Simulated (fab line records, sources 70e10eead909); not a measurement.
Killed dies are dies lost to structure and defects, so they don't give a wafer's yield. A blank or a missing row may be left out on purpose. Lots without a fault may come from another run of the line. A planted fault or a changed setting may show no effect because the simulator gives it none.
Chamber matching | flow nand_harc | NHARC_A_WL_FILL_ALD_19 on ald_metal-02: 4 sister chambers
The step deposits TiN, target thk 2 nm, pulse time 3 s, ald cycles 100. 4 wafers are shown with their chamber, then 8 later ones without.

WAFERS WITH THEIR CHAMBER
wafer  | chamber | heater_power_w (W)
L090.3 | 1       | 1064
L090.4 | 3       | 1114
L090.6 | 2       | 1107
L088.3 | 0       | 1020

WAFERS WITHOUT THEIR CHAMBER
wafer  | heater_power_w (W)
L088.4 | 1132
L088.5 | 1134
L096.2 | 1090
L096.5 | 1110
L096.6 | 1108
L097.2 | 1031
L097.3 | 1095
L097.5 | 1094

WHICH CHAMBER EACH WENT THROUGH
wafer  | from the rows above          | in truth
L088.4 | can't be placed: 3 or 2      | 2
L088.5 | can't be placed: 3 or 2      | 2
L096.2 | can't be placed: 2 or 3 or 1 | 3
L096.5 | can't be placed: 2 or 3      | 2
L096.6 | can't be placed: 2 or 3      | 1
L097.2 | can't be placed: 0 or 1      | 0
L097.3 | can't be placed: 2 or 3 or 1 | 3
L097.5 | can't be placed: 2 or 3 or 1 | 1
Placed correctly: 0 of 8. Can't be placed from these rows: 8 (the true chamber is among the candidates in 7). Placed wrongly: 0.
How it was worked out, from the rows above alone: a wafer's distance from a chamber is the root of the sum, over the readings, of the square of ((its reading less the chamber's mean) divided by the reading's scatter). The wafer belongs to the nearest chamber; if the next one is less than 2 further off, it can't be placed. A chamber's mean is the mean of its shown wafers. The scatter: with one shown wafer a chamber, the root of the mean of the squares of how far each hidden wafer lies from its nearest shown one.
